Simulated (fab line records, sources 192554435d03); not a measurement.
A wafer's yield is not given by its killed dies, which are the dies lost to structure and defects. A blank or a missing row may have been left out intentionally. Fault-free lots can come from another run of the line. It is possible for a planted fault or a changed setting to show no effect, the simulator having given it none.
Matching of chambers || flow n5 finfet || N5_ZERO_LAYER_DESCUM_16 on rie diel-06 has 4 sister chambers
The step chemistry O2, time 7.9 s. 4 wafers are shown with their chamber, then 10 later ones without.

EACH WAFER AND ITS CHAMBER
{"wafer": "L085.1", "chamber": 3, "drypump motor current A (A)": 5.5}
{"wafer": "L085.5", "chamber": 2, "drypump motor current A (A)": 6.0}
{"wafer": "L088.2", "chamber": 1, "drypump motor current A (A)": 5.3}
{"wafer": "L088.3", "chamber": 0, "drypump motor current A (A)": 5.1}

WAFERS MISSING THEIR CHAMBER
{"wafer": "L088.4", "drypump motor current A (A)": 5.5}
{"wafer": "L089.2", "drypump motor current A (A)": 5.1}
{"wafer": "L089.3", "drypump motor current A (A)": 6.0}
{"wafer": "L089.4", "drypump motor current A (A)": 5.5}
{"wafer": "L094.1", "drypump motor current A (A)": 5.5}
{"wafer": "L094.2", "drypump motor current A (A)": 5.3}
{"wafer": "L094.4", "drypump motor current A (A)": 6.0}
{"wafer": "L097.2", "drypump motor current A (A)": 5.0}
{"wafer": "L097.3", "drypump motor current A (A)": 6.0}
{"wafer": "L097.5", "drypump motor current A (A)": 5.4}

WHICH CHAMBER EACH ONE RAN IN
{"wafer": "L088.4", "from the rows above": 3, "in truth": 3}
{"wafer": "L089.2", "from the rows above": 0, "in truth": 0}
{"wafer": "L089.3", "from the rows above": 2, "in truth": 2}
{"wafer": "L089.4", "from the rows above": 3, "in truth": 3}
{"wafer": "L094.1", "from the rows above": 3, "in truth": 3}
{"wafer": "L094.2", "from the rows above": 1, "in truth": 1}
{"wafer": "L094.4", "from the rows above": 2, "in truth": 2}
{"wafer": "L097.2", "from the rows above": 0, "in truth": 0}
{"wafer": "L097.3", "from the rows above": 2, "in truth": 2}
{"wafer": "L097.5", "from the rows above": "can't be placed: 3 or 1", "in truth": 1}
Correct placement for 9 of the 10. Unplaceable from these rows: 1, with the true chamber sitting among the candidates in 1. Number placed wrongly: 0.
How it was worked out, from the rows above alone: a wafer's distance from a chamber is the root of the sum, over the readings, of the square of ((its reading less the chamber's mean) divided by the reading's scatter). The wafer belongs to the nearest chamber; if the next one is less than 2 further off, it can't be placed. Each chamber's mean is taken over the wafers shown for it. The scatter: root of mean squared gap, hidden wafer to nearest shown wafer, with one shown wafer a chamber.
